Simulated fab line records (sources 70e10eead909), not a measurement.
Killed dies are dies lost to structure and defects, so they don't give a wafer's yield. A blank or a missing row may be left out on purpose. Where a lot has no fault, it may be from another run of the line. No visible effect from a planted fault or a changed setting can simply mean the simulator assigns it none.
Matching of chambers / flow nand_harc / NHARC_A_STAIRCASE_DESCUM_270 on rie_diel-06 has 4 sister chambers
The step chemistry O2, time 3 s. 4 wafers are shown with their chamber, then 8 later ones without.

## WAFERS PAIRED WITH THEIR CHAMBERS
wafer=L090.2; chamber=3; drypump_motor_current_A (A)=5.3
wafer=L090.3; chamber=1; drypump_motor_current_A (A)=5.6
wafer=L090.6; chamber=2; drypump_motor_current_A (A)=6.3
wafer=L093.1; chamber=0; drypump_motor_current_A (A)=5.3

## WAFERS WHOSE CHAMBER IS MISSING
wafer=L093.5; drypump_motor_current_A (A)=5.6
wafer=L093.6; drypump_motor_current_A (A)=5.3
wafer=L096.2; drypump_motor_current_A (A)=5.6
wafer=L096.3; drypump_motor_current_A (A)=6.2
wafer=L096.4; drypump_motor_current_A (A)=5.3
wafer=L095.2; drypump_motor_current_A (A)=6.3
wafer=L095.4; drypump_motor_current_A (A)=5.3
wafer=L095.5; drypump_motor_current_A (A)=6.3

## WHICH CHAMBER EACH ONE RAN IN
wafer=L093.5; from the rows above=1; in truth=1
wafer=L093.6; from the rows above=can't be placed: 0 or 3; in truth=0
wafer=L096.2; from the rows above=1; in truth=1
wafer=L096.3; from the rows above=2; in truth=2
wafer=L096.4; from the rows above=can't be placed: 0 or 3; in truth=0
wafer=L095.2; from the rows above=2; in truth=2
wafer=L095.4; from the rows above=can't be placed: 0 or 3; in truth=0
wafer=L095.5; from the rows above=2; in truth=2
Correct placement for 5 of the 8. From these rows, 3 cannot be placed; in 3 the true chamber is one of the candidates. 0 placed wrongly.
How it was worked out, from the rows above alone: a wafer's distance from a chamber is the root of the sum, over the readings, of the square of ((its reading less the chamber's mean) divided by the reading's scatter). The wafer belongs to the nearest chamber; if the next one is less than 2 further off, it can't be placed. The mean given for a chamber averages the wafers shown for that chamber. The scatter: with one shown wafer a chamber, the root of the mean of the squares of how far each hidden wafer lies from its nearest shown one.
